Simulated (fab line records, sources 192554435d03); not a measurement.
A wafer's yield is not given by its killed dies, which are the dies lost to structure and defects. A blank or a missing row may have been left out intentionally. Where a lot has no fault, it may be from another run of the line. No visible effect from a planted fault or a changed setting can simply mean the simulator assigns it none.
Which of the tools did it? -- flow n5 finfet -- 10 lots with 30 wafers sampled at 4 steps, on a route of 1938 steps

== WHAT THE GAUGES SHOWED, per wafer ==
N5_BEOL_M6_INSPECT_58: inspects for defects (darkfield). Usual: raw defect count 71, standard deviation 26.
lot,measured,on,raw defect count,flag
L871,day 9 01:48,defect inspect-01,43 69 88,
L870,day 9 07:43,defect inspect-01,51 58 39,
L872,day 10 07:37,defect inspect-02,53 31 45,
L876,day 10 15:01,defect inspect-02,52 65 103,
L877,day 10 17:50,defect inspect-01,66 63 116,
L878,day 10 23:25,defect inspect-02,44 56 61,
L881,day 12 03:23,defect inspect-01,48 75 56,
L883,day 12 20:49,defect inspect-01,56 43 62,
L885,day 12 22:58,defect inspect-02,145 76 149,
L888,day 13 21:40,defect inspect-02,120 58 64,

N5_BEOL_M7_THK_MEAS_01. Usual: M7_ILD_THK typically reads 155.0 nm, with standard deviation 1.9.
lot,measured,on,M7_ILD_THK (nm),flag
L871,day 9 02:27,film metro-01,152.5 152.2 153.9,
L870,day 9 08:19,film metro-02,152.4 155.0 158.3,
L872,day 10 08:14,film metro-02,155.7 156.3 157.0,
L876,day 10 15:37,film metro-02,155.7 158.0 158.0,
L877,day 10 18:26,film metro-02,152.1 151.3 155.9,
L878,day 11 00:06,film metro-01,152.8 155.8 159.2,
L881,day 12 04:01,film metro-02,152.7 155.3 155.1,
L883,day 12 21:26,film metro-01,151.5 153.9 154.9,
L885,day 12 23:35,film metro-01,154.8 154.5 155.2,
L888,day 13 22:17,film metro-01,154.2 155.6 156.0,

== EACH LOT AND THE TOOL THAT RAN IT (in order: tool; ch and the chambers of the sampled wafers; start) ==
lot,N5_BEOL_M6_ETCH_65,N5_BEOL_M6_CMP_52
L871,"rie diel-06 ch 0,3, day 8 22:38","cmp-01 ch 1,2,3, day 9 01:26"
L870,"rie diel-06 ch 2,3, day 9 04:54","cmp-03 ch 0,1,2, day 9 07:16"
L872,"rie diel-02 ch 0,3, day 10 04:17","cmp-04 ch 2,3, day 10 07:08"
L876,"rie diel-06 ch 1,2,3, day 10 09:50","cmp-01 ch 1,3, day 10 14:34"
L877,"rie diel-02 ch 0,1,2, day 10 13:41","cmp-04 ch 1,2,3, day 10 17:23"
L878,"rie diel-04 ch 2,3, day 10 19:59","cmp-01 ch 0,1,2, day 10 23:02"
L881,"rie diel-04 ch 0,1, day 12 00:22","cmp-03 ch 0,2,3, day 12 03:01"
L883,"rie diel-02 ch 0,1,3, day 12 16:51","cmp-04 ch 0,2, day 12 20:24"
L885,"rie diel-06 ch 0,1,2, day 12 19:56","cmp-04 ch 0,3, day 12 22:33"
L888,"rie diel-04 ch 0,1,3, day 13 17:25","cmp-04 ch 0,2,3, day 13 21:13"
- N5_BEOL_M6_ETCH_65: etches SiARC in CF4, target depth 15.6 nm, time 26 s.
- N5_BEOL_M6_CMP_52: polishes, stops on SiCOH lowk, t overpolish 6.9 s, target thk 80 nm.

== WHAT THE TOOLS THEMSELVES READ (means of the sampled wafers that have a number; where no wafer has one, the mark that the record gives instead) ==
N5_BEOL_M6_ETCH_65. Usual: value, then standard deviation, for each; cf4 flow sccm 100.0 sccm / 0.3; drypump motor current A 5.9 A / 0.56; etch rf on time s 25.9 s / 0.43; oes product au 0.68 a.u. / 0.068; rf vpp V 183.9 V / 1.1; showerhead plenum p Torr 2.12 Torr / 0.062; throttle valve pct 15.59 % / 0.22.
lot,tool,cf4 flow sccm (sccm),drypump motor current A (A),etch rf on time s (s),oes product au (a.u.),rf vpp V (V),showerhead plenum p Torr (Torr),throttle valve pct (%),flag
L871,rie diel-06,100.3,5.5,25.7,0.67,184.4,2.13,15.55,
L870,rie diel-06,100.0,5.6,26.3,0.63,183.5,2.09,15.56,
L872,rie diel-02,99.9,5.2,26.4,0.62,183.7,2.10,15.77,
L876,rie diel-06,99.6,5.5,25.9,0.64,184.0,2.14,15.71,
L877,rie diel-02,100.0,5.7,25.6,0.68,184.1,2.15,15.58,
L878,rie diel-04,100.3,6.0,25.9,0.69,183.9,2.13,15.59,
L881,rie diel-04,99.8,6.3,25.3,0.78,183.8,2.10,15.44,
L883,rie diel-02,100.4,5.3,25.8,0.70,184.5,2.12,15.58,
L885,rie diel-06,100.0,6.2,26.3,0.61,183.9,2.10,15.66,
L888,rie diel-04,99.9,6.1,25.9,0.72,184.2,2.15,15.51,

N5_BEOL_M6_CMP_52. Usual: barrier field endpoint s 28.8 s, standard deviation 0.62; edge zone pressure frac 1.000, standard deviation 0.005; motor current A 6.3 A, standard deviation 0.72; overpolish run s 6.900 s, standard deviation 0.009; slurry filter dp kPa 13.49 kPa, standard deviation 0.14; time to endpoint s 62.4 s, standard deviation 2.8.
lot,tool,barrier field endpoint s (s),edge zone pressure frac,motor current A (A),overpolish run s (s),slurry filter dp kPa (kPa),time to endpoint s (s),flag
L871,cmp-01,29.0,0.996,5.7,6.908,13.57,62.5,
L870,cmp-03,29.0,0.998,5.7,6.901,13.53,61.6,
L872,cmp-04,29.1,1.005,6.5,6.903,13.43,64.4,
L876,cmp-01,28.2,1.004,6.1,6.903,13.45,61.3,
L877,cmp-04,28.2,1.002,7.1,6.905,13.50,63.9,
L878,cmp-01,28.1,1.002,5.8,6.888,13.51,58.6,
L881,cmp-03,28.5,1.000,5.9,6.897,13.50,60.2,
L883,cmp-04,28.8,1.002,6.7,6.897,13.52,62.1,
L885,cmp-04,16.2,1.000,6.3,6.907,13.55,34.9,OFF
L888,cmp-04,15.8,1.002,6.4,6.893,13.60,31.6,OFF

== THE ANSWER, worked out from the rows above alone ==
Rule: lot off if the mean of its wafers having a number is beyond 3 standard deviations from the usual mean. A lot without any number at a reading at which 4 lots or more have one is off too. All remaining lots with rows at the step are treated as sound. The gauges are gone through in route order, then the tools' own readings, and for those a lot's mean is taken as printed above. At the first step where some lot is off, the reading lying furthest off is the one used; lots without a number count as furthest.
Off at N5_BEOL_M6_CMP_52 (barrier field endpoint s): L885, L888.
A tool fits if, at that step or a process step before it, it ran every lot that is off, and no sound lot after the first of them. One fits: cmp-04 at N5_BEOL_M6_CMP_52. Its last sound lot is L883 (day 12 20:24), its first lot that is off L885 (day 12 22:33): a fault that began between those two fits.
The tool's own readings at N5_BEOL_M6_CMP_52 bear it out: on the lots that are off they differ by more than 5 times the standard deviation of the sound lots' means. barrier field endpoint s reads 16.0 s there against 28.6 s on the sound lots; time to endpoint s reads 33.2 s there against 61.8 s on the sound lots.

== WHAT WAS PUT IN BY THE SIMULATOR ==
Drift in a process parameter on cmp-04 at N5_BEOL_M6_CMP_52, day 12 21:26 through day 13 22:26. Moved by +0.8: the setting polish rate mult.
Lots struck among those shown: L885, L888. The rule given above showed the same thing.
